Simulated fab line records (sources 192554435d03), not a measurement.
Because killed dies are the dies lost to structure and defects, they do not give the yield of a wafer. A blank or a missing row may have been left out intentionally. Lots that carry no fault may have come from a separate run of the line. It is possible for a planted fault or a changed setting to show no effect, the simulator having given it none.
fab line records	flow n5Finfet
record: lots: 5	wafers: 15	lastDay: 19
route steps=1938 shown MOL_CONTACT_COAG@628 BEOL_M0_SAQP@632 BEOL_M0_CUTY@710
lots that met no fault: from a run of the same line without faults
startH: hours from the record's opening day to when the first of the lot's shown wafers began	waitH: hours since the lot's step before	" as in the row above	L1.1+2: a row that stands for several wafers	- no value present, or no start provided	* or withheld: withheld	< > ~ a bound
route shown NAME@n: a module of which the file shows steps, and the number in the route of the first	usual: mean/standard deviation of fault-free wafers	same: alike in all rows	chamber/n: place in a boat	sites: each site's reading	_std_site: standard deviation across them	_edge_site: the outer-site mean with the inner-site mean subtracted	radiusMm: for every site, how far away it sits from the centre of the wafer	mask NAME#n: copy n	behind: the most recent tool/chamber to have shaped the wafer	hold: why the lot was held/for how many hours/how that ended	device: the transistor (n, p or np) that didn't switch	end of line: the same wafers' tests at the end of the route	a step without rows: its recipe alone	killed: not the wafer's yield, but the dies lost to structure and defects at the first sort	map: a wafer's dies, marking killed ones x, the rest . and places with no die _
set.NAME: the run value of the setting; set.NAME@STEP: its run value at that earlier step	model.NAME: the simulator's own value behind a step, which no gauge read
lots at some steps of the route; a table a step, a row a wafer
services: a tool's chamber out of use, with start hour (startH, from the record's first day; less than 0 if before it), hours out, and reason
== steps ==
step: N5_MOL_CONTACT_COAG_THK_MEAS_53
recipe: reads: SiO2_of_MOL_CONTACT_COAG_PECVD_31
usual: VIA_MOL_THK: 43.9/0.75
lot.wafer	tool	chamber	startH	waitH	VIA_MOL_THK[nm]
L355.2	filmMetro-01	-	106.12	-	44.0
L355.3	"	-	"	"	43.0
L355.5	"	-	"	"	43.5
L356.1	filmMetro-01	-	112.29	-	43.6
L356.3	"	-	"	"	43.8
L356.5	"	-	"	"	44.6
L366.1	filmMetro-02	-	170.12	-	43.6
L366.3	"	-	"	"	44.4
L366.6	"	-	"	"	44.8
L372.2	filmMetro-02	-	205.33	-	44.1
L372.5	"	-	"	"	43.9
L372.6	"	-	"	"	44.3
L377.3	filmMetro-01	-	239.83	-	44.1
L377.4	"	-	"	"	45.6
L377.5	"	-	"	"	45.7
step: N5_MOL_CONTACT_COAG_ANNEAL_112
recipe: tempC: 400	timeS: 1800	ambient: HPD2	pressureAtm: 10
step: N5_MOL_CONTACT_COAG_INSPECT_97
recipe: inspectInstrument: darkfield	mode: postAnneal
usual: rawDefectCount: 38/17
lot.wafer	tool	chamber	startH	waitH	rawDefectCount
L355.2	defectInspect-02	-	119.01	0.0	33
L355.3	"	-	"	"	20
L355.5	"	-	"	"	35
L356.1	defectInspect-02	-	119.29	0.3	51
L356.3	"	-	"	"	40
L356.5	"	-	"	"	39
L366.1	defectInspect-01	-	173.17	0.0	26
L366.3	"	-	"	"	25
L366.6	"	-	"	"	30
L372.2	defectInspect-01	-	208.41	0.1	43
L372.5	"	-	"	"	30
L372.6	"	-	"	"	32
L377.3	defectInspect-01	-	242.91	0.1	50
L377.4	"	-	"	"	39
L377.5	"	-	"	"	63
step: N5_BEOL_M0_SAQP_PECVD_00
recipe: material: SiCN	targetThkA: 80	tempC: withheld	precursor: 3MS/NH3	pressureTorr: 3	rfW: 202	timeS: 14
usual: showerheadPlenumPTorr: 3.667/0.0087	throttleValvePct: 9.1/0.54
lot.wafer	tool	chamber	startH	waitH	showerheadPlenumPTorr	throttleValvePct
L355.2	pecvd-04	1	119.32	0.2	3.672	8.5
L355.3	"	0	"	"	3.669	9.1
L355.5	"	0	"	"	3.665	8.8
L356.1	pecvd-01	1	119.62	0.2	3.681	9.4
L356.3	"	0	"	"	3.656	9.6
L356.5	"	1	"	"	3.672	9.5
L366.1	pecvd-01	0	173.50	0.2	3.674	9.7
L366.3	"	0	"	"	3.677	9.9
L366.6	"	0	"	"	3.666	9.4
L372.2	pecvd-03	1	208.73	0.2	3.648	10.2
L372.5	"	2	"	"	3.662	8.6
L372.6	"	0	"	"	3.646	9.3
L377.3	pecvd-01	2	243.21	0.1	3.675	8.3
L377.4	"	1	"	"	3.671	9.6
L377.5	"	2	"	"	3.670	8.5
step: N5_BEOL_M0_SAQP_ILD_DEP_01
recipe: material: SiOC	targetThkA: 454.19	tempC: 350	precursor: DEMS/O2	pressureTorr: 5	rfW: 500	timeS: 8.7
step: N5_BEOL_M0_SAQP_HM_DEP_02
recipe: material: TiN	targetThkA: 120	tempC: 25	chamberPressurePa: 0.49996
usual: throttleValvePct: 30.2/1.1
lot.wafer	tool	chamber	startH	waitH	throttleValvePct
L355.2	pvdSputter-03	-	121.35	2.0	30.7
L355.3	"	-	"	"	28.7
L355.5	"	-	"	"	30.7
L356.1	pvdSputter-03	-	121.55	1.9	30.7
L356.3	"	-	"	"	29.5
L356.5	"	-	"	"	29.2
L366.1	pvdSputter-01	-	174.47	0.9	31.0
L366.3	"	-	"	"	28.7
L366.6	"	-	"	"	30.9
L372.2	pvdSputter-01	-	209.14	0.4	30.8
L372.5	"	-	"	"	31.1
L372.6	"	-	"	"	29.0
L377.3	pvdSputter-03	-	244.22	1.0	29.6
L377.4	"	-	"	"	30.9
L377.5	"	-	"	"	28.7
step: N5_BEOL_M0_SAQP_PECVD_03
recipe: material: SiCN	targetThkA: 120	tempC: withheld	precursor: 3MS/NH3	pressureTorr: 3	rfW: 202	timeS: 21.1
step: N5_BEOL_M0_SAQP_PECVD_96
recipe: material: a-Si	targetThkA: 450	tempC: 350	precursor: SiH4/He	pressureTorr: 3	rfW: 100	timeS: 45.2
usual: heaterPowerW: 634/73	showerheadPlenumPTorr: 5.67/0.035	throttleValvePct: 18.3/1.2
lot.wafer	tool	chamber	startH	waitH	heaterPowerW	showerheadPlenumPTorr	throttleValvePct
L355.2	pecvd-03	2	121.50	0.0	653	5.64	16.6
L355.3	"	1	"	"	731	5.62	20.9
L355.5	"	0	"	"	587	5.63	18.8
L356.1	pecvd-04	2	121.70	0.0	610	5.71	18.0
L356.3	"	0	"	"	601	5.70	17.6
L356.5	"	0	"	"	558	5.69	17.7
L366.1	pecvd-03	1	174.62	0.0	709	5.63	21.0
L366.3	"	2	"	"	720	5.62	16.9
L366.6	"	0	"	"	553	5.61	18.8
L372.2	pecvd-03	2	209.29	0.0	714	5.61	17.2
L372.5	"	0	"	"	567	5.62	18.6
L372.6	"	1	"	"	653	5.63	21.2
L377.3	pecvd-04	2	244.37	0.0	572	5.70	18.3
L377.4	"	2	"	"	556	5.70	18.2
L377.5	"	1	"	"	603	5.68	17.7
step: N5_BEOL_M0_SAQP_PECVD_97
recipe: material: SiNx	targetThkA: 230	tempC: 350	precursor: SiH4/NH3/N2	pressureTorr: 1.5	rfW: 300	timeS: 19.9
step: N5_BEOL_M0_SAQP_PECVD_04
recipe: material: a-Si	targetThkA: 600	tempC: 350	precursor: SiH4/He	pressureTorr: 3	rfW: 100	timeS: 60.2
step: N5_BEOL_M0_SAQP_THK_MEAS_05
usual: thkNm: 60.0/0.68
lot.wafer	tool	chamber	startH	waitH	thkNm
L355.2	filmMetro-02	-	121.68	0.1	59.3
L355.3	"	-	"	"	59.4
L355.5	"	-	"	"	60.2
L356.1	filmMetro-02	-	121.88	0.1	59.3
L356.3	"	-	"	"	59.9
L356.5	"	-	"	"	60.9
L366.1	filmMetro-01	-	174.80	0.1	59.0
L366.3	"	-	"	"	60.4
L366.6	"	-	"	"	60.5
L372.2	filmMetro-01	-	209.47	0.1	58.6
L372.5	"	-	"	"	59.9
L372.6	"	-	"	"	60.1
L377.3	filmMetro-02	-	244.55	0.1	59.2
L377.4	"	-	"	"	59.8
L377.5	"	-	"	"	60.6
step: N5_BEOL_M0_SAQP_HM_DEP_111
recipe: material: SiO2	targetThkA: 120	tempC: 400	precursor: SiH4/N2O	pressureTorr: 0.75	rfW: 275	timeS: 7.2
usual: heaterPowerW: 790/100	showerheadPlenumPTorr: 8.20/0.074
lot.wafer	tool	chamber	startH	waitH	heaterPowerW	showerheadPlenumPTorr
L355.2	pecvd-01	0	121.72	0.0	816	8.17
L355.3	"	2	"	"	868	8.23
L355.5	"	0	"	"	806	8.14
L356.1	pecvd-04	0	121.92	0.0	726	8.24
L356.3	"	1	"	"	718	8.17
L356.5	"	0	"	"	731	8.25
L366.1	pecvd-04	2	174.84	0.0	789	8.25
L366.3	"	0	"	"	662	8.22
L366.6	"	1	"	"	697	8.17
L372.2	pecvd-01	2	209.50	0.0	928	8.26
L372.5	"	0	"	"	840	8.17
L372.6	"	2	"	"	934	8.25
L377.3	pecvd-03	0	244.59	0.0	769	8.02
L377.4	"	0	"	"	748	7.99
L377.5	"	1	"	"	917	8.02
step: N5_BEOL_M0_SAQP_COAT_81
recipe: resist: SOC	tempC: 250	timeS: 60	spinRpm: 1500	resistThkNm: 100
step: N5_BEOL_M0_SAQP_COAT_82
recipe: resist: SiARC	tempC: 220	timeS: 60	spinRpm: 1500	resistThkNm: 30
step: N5_BEOL_M0_SAQP_COAT_08
recipe: resist: CAR-ArF	spinRpm: 1500	resistThkNm: 90
step: N5_BEOL_M0_SAQP_EBR_10
recipe: solvent: PGMEA	ebrWidthMm: 1.5
step: N5_BEOL_M0_SAQP_SOFTBAKE_09
recipe: tempC: 110	timeS: 60	resist: CAR-ArF
step: N5_BEOL_M0_SAQP_EXPOSE_11
recipe: maskId: M0_CORE	na: 1.35	sourceShape: dipole	sigmaInner: 0.538	sigmaOuter: 0.738	polarization: te	targetCdNm: 42	doseMj: 55
step: N5_BEOL_M0_SAQP_PEB_12
recipe: pebTempC: withheld	pebTimeS: 60	resist: CAR-ArF
step: N5_BEOL_M0_SAQP_DEVELOP_13
recipe: developTimeS: 30	developer: TMAH	resist: CAR-ArF	devTempC: 23	rinseLiquid: diw	dry: airSpin
step: N5_BEOL_M0_SAQP_CD_MEAS_14
recipe: targetCdNm: 42.5	landingEnergyEv: 500	detector: seInlens
usual: cdNm: 42.5/0.43
lot.wafer	tool	chamber	startH	waitH	cdNm
L355.2	cdSem-02	0	122.17	-	42.4
L355.3	"	0	"	"	42.2
L355.5	"	0	"	"	43.2
L356.1	cdSem-01	0	122.37	-	42.2
L356.3	"	0	"	"	42.5
L356.5	"	0	"	"	42.8
L366.1	cdSem-03	0	175.30	-	42.3
L366.3	"	0	"	"	42.7
L366.6	"	0	"	"	42.1
L372.2	cdSem-01	0	209.85	-	43.0
L372.5	"	0	"	"	42.2
L372.6	"	0	"	"	42.9
L377.3	cdSem-01	0	245.04	-	41.7
L377.4	"	0	"	"	42.4
L377.5	"	0	"	"	42.0
step: N5_BEOL_M0_SAQP_OVL_MEAS_15
recipe: pointsPerWafer: 44
usual: M0_CORE_OVL: -0.6/0.83
lot.wafer	tool	chamber	startH	waitH	M0_CORE_OVL[nm]
L355.2	overlay-01	0	122.20	0.0	-1.9
L355.3	"	0	"	"	-0.5
L355.5	"	0	"	"	-1.3
L356.1	overlay-01	0	122.40	0.0	1.4
L356.3	"	0	"	"	0.2
L356.5	"	0	"	"	1.8
L366.1	overlay-01	0	175.33	0.0	-0.2
L366.3	"	0	"	"	-0.6
L366.6	"	0	"	"	-1.0
L372.2	overlay-01	0	209.88	0.0	0.0
L372.5	"	0	"	"	-1.4
L372.6	"	0	"	"	-1.1
L377.3	overlay-01	0	245.07	0.0	-0.4
L377.4	"	0	"	"	0.2
L377.5	"	0	"	"	-0.2
step: N5_BEOL_M0_SAQP_INSPECT_16
recipe: mode: adi	inspectInstrument: brightfield
usual: rawDefectCount: 466/100
lot.wafer	tool	chamber	startH	waitH	rawDefectCount
L355.2	defectInspect-02	-	122.22	0.0	459
L355.3	"	-	"	"	378
L355.5	"	-	"	"	359
L356.1	defectInspect-02	-	122.43	0.0	631
L356.3	"	-	"	"	499
L356.5	"	-	"	"	574
L366.1	defectInspect-01	-	175.35	0.0	629
L366.3	"	-	"	"	688
L366.6	"	-	"	"	807
L372.2	defectInspect-01	-	209.90	0.0	477
L372.5	"	-	"	"	362
L372.6	"	-	"	"	491
L377.3	defectInspect-02	-	245.09	0.0	316
L377.4	"	-	"	"	317
L377.5	"	-	"	"	478
step: N5_BEOL_M0_SAQP_DESCUM_19
recipe: chemistry: O2	timeS: 7.9	sourcePowerW: 50	biasPowerW: 20	pressureMtorr: 20	rfFrequencyHz: 2.712e+07	tempC: 40	resist: CAR-ArF	o2FlowSccm: 225
step: N5_BEOL_M0_SAQP_ETCH_83
recipe: chemistry: CF4	target: SiARC	targetDepthA: 390	maskMaterial: CAR-ArF	timeS: 65	ionEnergyEv: 80	pressureMtorr: 40	sourceW: 545	biasW: 36	Ar_flow_sccm: 100	cf4FlowSccm: 100	ends: cleared
step: N5_BEOL_M0_SAQP_ETCH_84
recipe: chemistry: N2/H2	target: SOC	targetDepthA: 1000	overetchA: 200	maskMaterial: SiARC	tempC: 40	timeS: 150	ionEnergyEv: 200	pressureMtorr: 30	sourceW: 840	biasW: 150	n2FlowSccm: 200	h2FlowSccm: 200
step: N5_BEOL_M0_SAQP_STRIP_80
recipe: chemistry: N2/H2	tempC: 40	n2FlowSccm: 200	h2FlowSccm: 200	rfFrequencyHz: 6e+07
step: N5_BEOL_M0_SAQP_HM_OPEN_112
recipe: chemistry: CHF3/O2	target: SiO2	stopOn: a-Si	targetDepthA: 120	overEtchFrac: 1.25	maskMaterial: SOC	timeS: 13.5	pressureMtorr: 30	sourceW: 650	biasW: 170	Ar_flow_sccm: 200	CHF3_flow_sccm: 50	O2_flow_sccm: 5	ionEnergyEv: 200	ends: endPoint
step: N5_BEOL_M0_SAQP_STRIP_113
recipe: chemistry: CHF3/O2	resist: SiARC	rfFrequencyHz: 6e+07
step: N5_BEOL_M0_SAQP_MANDREL_ETCH_20
recipe: targetDepthA: 600	chemistry: HBr/Cl2	target: a-Si	stopOn: SiNx	btTimeS: 10	maskMaterial: SOC	overEtchFrac: 0.5	timeS: 30	pressureMtorr: 10	icpW: 800	biasW: 75	HBr_flow_sccm: 150	Cl2_flow_sccm: 80	ends: endPoint
step: N5_BEOL_M0_SAQP_STRIP_86
recipe: chemistry: N2/H2	powerW: 500	tempC: 40	pressureMtorr: 50	rfFrequencyHz: 6e+07	overashFraction: 0.3	biasPowerW: 28	h2Frac: 0.5	n2FlowSccm: 300	h2FlowSccm: 300
step: N5_BEOL_M0_SAQP_STRIP_115
recipe: chemistry: postEtchResidueRemover	timeS: 60	tempC: 25	removerPh: withheld	removerWaterWtPct: withheld	removerFluorideWtPct: withheld
step: N5_BEOL_M0_SAQP_SRD_93
recipe: dry: ipaMarangoni	timeS: 30	tempC: 23	rinseLiquid: diw
step: N5_BEOL_M0_SAQP_RECESS_114
recipe: chemistry: HF/NH3	target: SiO2	targetDepthA: 144	afsCycles: 3	tempC: 30	sublimationTempC: 180	sublimationTimeS: 60
step: N5_BEOL_M0_SAQP_SPACER1_ALD_98
recipe: material: SiO2	targetThkA: 128	tempC: 300	aldPrecursorFamily: BDEAS	aldCoReactant: O2-plasma	pulseTimeS: 1	purgeTimeS: 2	coReactantPurgeTimeS: 2	aldCycles: 138	pressureTorr: 2
step: N5_BEOL_M0_SAQP_SPACER1_ETCHBACK_99
recipe: chemistry: CHF3/O2	mode: anisotropicEtchback	target: SiO2	targetDepthA: 154	timeS: 7.7	pressureMtorr: 30	sourceW: 650	biasW: 170	Ar_flow_sccm: 200	CHF3_flow_sccm: 50	O2_flow_sccm: 5	ionEnergyEv: 200
step: N5_BEOL_M0_SAQP_MANDREL1_REMOVE_100
recipe: chemistry: HBr/Cl2/O2	btTimeS: 10	target: a-Si	stopOn: SiNx	endpoint: OES-SiCl	overEtchFrac: 0.85	icpW: 600	biasW: 30	HBr_flow_sccm: 150	Cl2_flow_sccm: 80	O2_flow_sccm: 5	pressureMtorr: 10
step: N5_BEOL_M0_SAQP_CD_MEAS_25
recipe: targetCdNm: 13.1	landingEnergyEv: 1000	detector: seInlens
usual: cdNm: 12.77/0.24
lot.wafer	tool	chamber	startH	waitH	cdNm
L355.2	cdSem-02	0	124.60	0.1	12.78
L355.3	"	0	"	"	13.12
L355.5	"	0	"	"	12.42
L356.1	cdSem-02	0	124.62	0.1	12.56
L356.3	"	0	"	"	12.82
L356.5	"	0	"	"	12.92
L366.1	cdSem-01	0	177.03	0.1	12.90
L366.3	"	0	"	"	12.57
L366.6	"	0	"	"	13.09
L372.2	cdSem-03	0	211.52	0.1	13.02
L372.5	"	0	"	"	13.04
L372.6	"	0	"	"	12.69
L377.3	cdSem-02	0	247.69	0.1	12.57
L377.4	"	0	"	"	12.67
L377.5	"	0	"	"	12.94
step: N5_BEOL_M0_SAQP_ETCH_101
recipe: chemistry: CH3F/O2	target: SiNx	maskMaterial: SiO2	targetDepthA: 299	timeS: 42.7	pressureMtorr: 30	sourceW: 395	biasW: 73	Ar_flow_sccm: 150	CH3F_flow_sccm: 30	O2_flow_sccm: 20	ionEnergyEv: 120
usual: drypumpMotorCurrentA: 6.1/0.46	oesProductAu: 0.74/0.063	rfVppV: 298/3.6	showerheadPlenumPTorr: 1.97/0.087	throttleValvePct: 16.45/0.24
lot.wafer	tool	chamber	startH	waitH	drypumpMotorCurrentA	oesProductAu	rfHoursCounterH	rfVppV	showerheadPlenumPTorr	throttleValvePct
L355.2	rieDiel-06	0	124.64	0.0	6.0	0.69	231	297	1.97	16.38
L355.3	"	1	"	"	6.0	0.81	96	304	1.86	16.21
L355.5	"	2	"	"	5.6	0.74	-	301	2.08	16.38
L356.1	rieDiel-02	1	124.66	0.0	5.5	0.77	134	302	2.09	16.32
L356.3	"	3	"	"	6.2	0.74	147	295	1.91	16.71
L356.5	"	0	"	"	6.7	0.70	-	292	1.89	16.28
L366.1	rieDiel-06	0	177.07	0.0	6.0	0.69	247	298	1.97	16.41
L366.3	"	1	"	"	6.0	0.79	112	304	1.85	16.23
L366.6	"	0	"	"	6.0	0.68	-	298	1.97	16.42
L372.2	rieDiel-02	3	211.56	0.0	6.2	0.70	179	295	1.90	16.76
L372.5	"	1	"	"	5.6	0.73	-	300	2.08	16.38
L372.6	"	0	"	"	6.8	0.93	-	298	2.14	15.92
L377.3	rieDiel-01	0	247.73	0.0	5.9	0.71	215	299	1.97	16.73
L377.4	"	3	"	"	6.2	0.67	243	291	1.97	16.51
L377.5	"	3	"	"	6.3	0.68	-	293	1.97	16.50
step: N5_BEOL_M0_SAQP_ETCH_102
recipe: chemistry: CF4	target: SiO2	targetDepthA: 40	ionEnergyEv: 350	timeS: 4.4	pressureMtorr: 10	icpW: 800	biasW: 400	cf4FlowSccm: 80
usual: drypumpMotorCurrentA: 5.5/0.49	oesProductAu: 0.993/0.016	throttleValvePct: 21.82/0.29
lot.wafer	tool	chamber	startH	waitH	drypumpMotorCurrentA	oesProductAu	rfHoursCounterH	throttleValvePct
L355.2	rieSi-04	0	124.74	0.1	5.9	1.008	115	22.18
L355.3	"	2	"	"	5.8	0.964	73	21.47
L355.5	"	2	"	"	5.8	0.954	-	21.45
L356.1	rieSi-01	0	124.77	0.1	5.1	1.001	7	21.59
L356.3	"	1	"	"	6.4	1.008	139	22.02
L356.5	"	3	"	"	4.7	0.971	-	22.08
L366.1	rieSi-04	1	177.17	0.1	5.7	0.990	44	22.26
L366.3	"	0	"	"	5.9	1.004	116	22.17
L366.6	"	3	"	"	5.3	1.000	-	21.55
L372.2	rieSi-02	1	211.67	0.1	5.0	1.032	2	21.62
L372.5	"	2	"	"	5.5	0.996	-	21.43
L372.6	"	3	"	"	4.8	1.004	-	21.86
L377.3	rieSi-01	0	247.83	0.1	5.1	0.991	10	21.60
L377.4	"	3	"	"	4.7	0.971	18	22.08
L377.5	"	3	"	"	4.7	0.978	-	22.08
step: N5_BEOL_M0_SAQP_MANDREL_ETCH_103
recipe: chemistry: HBr/Cl2	target: a-Si	targetDepthA: 450	btTimeS: 10	stopOn: SiCN	maskMaterial: SiO2	overEtchFrac: 0.8	timeS: 27	pressureMtorr: 10	icpW: 800	biasW: 75	HBr_flow_sccm: 150	Cl2_flow_sccm: 80	ends: endPoint
step: N5_BEOL_M0_SAQP_INSPECT_42
recipe: mode: adi	inspectInstrument: brightfield
usual: rawDefectCount: 274/77
lot.wafer	tool	chamber	startH	waitH	rawDefectCount
L355.2	defectInspect-01	-	127.57	0.0	157
L355.3	"	-	"	"	192
L355.5	"	-	"	"	209
L356.1	defectInspect-02	-	127.77	0.1	299
L356.3	"	-	"	"	241
L356.5	"	-	"	"	161
L366.1	defectInspect-02	-	180.09	0.1	560
L366.3	"	-	"	"	501
L366.6	"	-	"	"	671
L372.2	defectInspect-02	-	215.23	0.0	304
L372.5	"	-	"	"	212
L372.6	"	-	"	"	399
L377.3	defectInspect-02	-	250.21	0.0	284
L377.4	"	-	"	"	272
L377.5	"	-	"	"	360
step: N5_BEOL_M0_CUTY_INSPECT_59
recipe: mode: adi	inspectInstrument: macro
usual: rawDefectCount: 2.0/1.4
lot.wafer	tool	chamber	startH	waitH	rawDefectCount
L355.2	defectInspect-02	-	129.24	0.0	3
L355.3	"	-	"	"	2
L355.5	"	-	"	"	4
L356.1	defectInspect-01	-	129.36	0.0	3
L356.3	"	-	"	"	2
L356.5	"	-	"	"	5
L366.1	defectInspect-01	-	181.94	0.0	280
L366.3	"	-	"	"	254
L366.6	"	-	"	"	288
L372.2	defectInspect-02	-	216.62	0.0	3
L372.5	"	-	"	"	2
L372.6	"	-	"	"	1
L377.3	defectInspect-02	-	252.13	0.0	2
L377.4	"	-	"	"	1
L377.5	"	-	"	"	2
== services ==
tool	chamber	startH	hours	kind
rieDiel-06	2	100.74	18.2	repair
pecvd-04	1	105.22	5.5	scheduledDown
pecvd-03	1	110.85	2.0	repair
pecvd-01	0	129.09	5.5	scheduledDown
rieDiel-02	2	130.94	1.8	repair
rieSi-04	0	140.92	2.2	repair
pecvd-01	2	144.75	2.1	scheduledDown
rieSi-02	1	145.91	2.9	repair
rieDiel-01	-	153.03	1.0	repair
rieSi-01	-	158.11	1.1	repair
pecvd-03	1	160.18	2.1	scheduledDown
pecvd-04	0	166.88	4.2	repair
rieSi-02	-	170.04	0.6	repair
pecvd-01	1	172.14	14.2	repair
rieSi-04	0	181.46	9.9	repair
pvdSputter-01	-	185.31	8.9	repair
rieSi-02	-	187.54	0.3	repair
rieDiel-02	0	199.21	4.1	repair
rieSi-02	2	214.69	5.8	repair
pecvd-04	-	222.57	1.0	repair
rieDiel-06	-	227.86	0.3	repair
rieDiel-02	3	237.17	2.9	repair
pecvd-03	-	240.43	0.4	repair
rieSi-02	-	241.44	14.6	pm
== key ==
firstSign: step: N5_BEOL_M0_SAQP_INSPECT_16	reading: rawDefectCount	direction: up	sigmas: 2.4	usual: 466	struck: 708
effect: step: N5_BEOL_M0_SAQP_INSPECT_42	reading: rawDefectCount	direction: up	sigmas: 3.9	usual: 274	struck: 577
effect: step: N5_BEOL_M0_CUTY_INSPECT_59	reading: rawDefectCount	direction: up	sigmas: 99+	usual: 2.0	struck: 274
metAt N5_BEOL_M0_SAQP_HM_DEP_111
struckWafers L366.1,L366.3,L366.6
rowsEnd L366.1,L366.3,L366.6
onsetBetween 121.92 174.84
alsoFits N5_BEOL_M0_SAQP_ETCH_101:rieDiel-06,N5_BEOL_M0_SAQP_ETCH_102:rieSi-04
fault: kind: chamberParticleSource	tool: pecvd-04	chamber: -	onsetH: 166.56	steps: N5_BEOL_M0_SAQP_HM_DEP_111	ratePerVisitCm2: 0.41744
rowsEnd: these wafers met a further fault down the route, and their rows from its step on are left out
